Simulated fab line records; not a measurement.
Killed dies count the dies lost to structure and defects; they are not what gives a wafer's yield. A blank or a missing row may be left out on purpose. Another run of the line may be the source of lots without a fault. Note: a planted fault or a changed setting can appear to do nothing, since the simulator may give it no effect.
8D (eight disciplines) problem report, filled in by code	flow n5_finfet	the parts of the form that need people (team, actions taken, sign-off) are left out

## 1. PROBLEM STATEMENT
killed_at_front_end at N5_PASSIVATION_PROBE_49 reads a mean of 114 on 1 wafer of 1 lot; wafers without a fault read 41 with a standard deviation of 10. Relative to the usual mean, that is a shift of +7.3 standard deviations.
Earliest sighting: wafer L364.6 on prober-02 at day 17 10:10. Wafers with a number at this step in the record: 6, from 2 lots. Rule for "out" (also "out of limits"): further than 4 standard deviations from the usual mean. The other wafers with a number count as sound.

## 2. WHAT IT IS, WHAT IT ISN'T
question	is	is not
which readings at this step	killed_at_front_end, killed_dies, killed_on_rim	killed_at_M0_to_M3, killed_at_M4_up, killed_at_contacts, killed_at_other, killed_open, killed_short
which lots	L364	L362
which wafers of those lots	L364.6	L364.2, L364.4
read on which tools	prober-02	-
when	from day 17 10:10	up to then (5 sound wafers)

## 3. WHAT RULES OUT EACH SUSPECT
Counting: if a tool at a process step up to the reading ran every lot that is out, it stays a suspect. Sound lots after the first of them don't rule it out here, since some wafers of a struck lot are sound.
- rie_diel-06 at N5_SDB_ETCH_25 (etches SiO2 in C4F6/O2, target depth 10 nm, time 3.3 s): kept. L364, the lot that is out, went through it at day 6 20:50; up to then, the latest sound lot through it was L362 at day 6 07:25.
- rie_metal-03 at N5_MIM_BOT_ETCH_ETCH_00 (etches TiN in Cl2/BCl3, target depth 45.5 nm): kept. It ran the lot that is out, L364 (day 16 22:43).
- rie_diel-05 at N5_MIM_BOT_ETCH_STRIP_01 (strips in O2): kept. L364, the lot that is out, went through it at day 16 22:52; up to then, the latest sound lot through it was L362 at day 16 01:08.
- rie_diel-04 at N5_PASSIVATION_VIA_ETCH_13 (etches SiO2 in CHF3/O2, target depth 660 nm, time 330 s): kept. L364, the lot that is out, went through it at day 17 03:50; up to then, the latest sound lot through it was L362 at day 16 02:48.
- prober-02 at N5_PASSIVATION_PROBE_49: kept. L364, the lot that is out, went through it at day 17 09:58; up to then, the latest sound lot through it was L362 at day 16 09:07. Its own readings are out on those wafers: killed_at_front_end, killed_dies, killed_on_rim.
- Within rie_diel-06 at N5_SDB_ETCH_25: the wafers that are out ran in chamber 3; their sound lot-mates ran in chambers 0, 2.
Left after counting: rie_diel-06 at N5_SDB_ETCH_25, rie_metal-03 at N5_MIM_BOT_ETCH_ETCH_00, rie_diel-05 at N5_MIM_BOT_ETCH_STRIP_01, rie_diel-04 at N5_PASSIVATION_VIA_ETCH_13, prober-02 at N5_PASSIVATION_PROBE_49.

## 4. THE CAUSE (what the simulator had put in)
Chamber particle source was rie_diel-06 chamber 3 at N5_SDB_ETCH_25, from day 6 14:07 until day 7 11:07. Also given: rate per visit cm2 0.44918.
Counting left 5 suspects, and this tool is among them.

## 5. THE CHAIN OF EFFECTS, in route order
Each row: a reading whose mean over the struck wafers that have a number lies more than 3 standard deviations from the usual. Readings are gone through only where the record gives a usual standard deviation; hours: the median, over the lots, of the time from a lot's start at the first step in this table giving one to that lot's start at this step; sigmas: the change measured in usual standard deviations.
hours	step	reading	usual	on struck wafers	change	sigmas
0	N5_PASSIVATION_PROBE_49	killed_at_front_end	41	114	+73	+7.3
0	N5_PASSIVATION_PROBE_49	killed_dies	107	183	+76	+4.8
0	N5_PASSIVATION_PROBE_49	killed_on_rim	14	33	+19	+4.8
The process steps in it:
- N5_PASSIVATION_PROBE_49

## 6. HOW IT WOULD HAVE BEEN CAUGHT EARLIER
In this record no reading fell out of limits until day 17 10:10, 260 hours after the fault had begun at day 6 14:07.
No tool reading at N5_SDB_ETCH_25 that has a usual standard deviation in the record was out on any struck wafer, so an alarm limit of 4 standard deviations on those readings would not have fired.
All the lots that are out (1) had begun N5_SDB_ETCH_25 on rie_diel-06 by day 17 10:10. Tool hold at that time: it would have spared none of them.
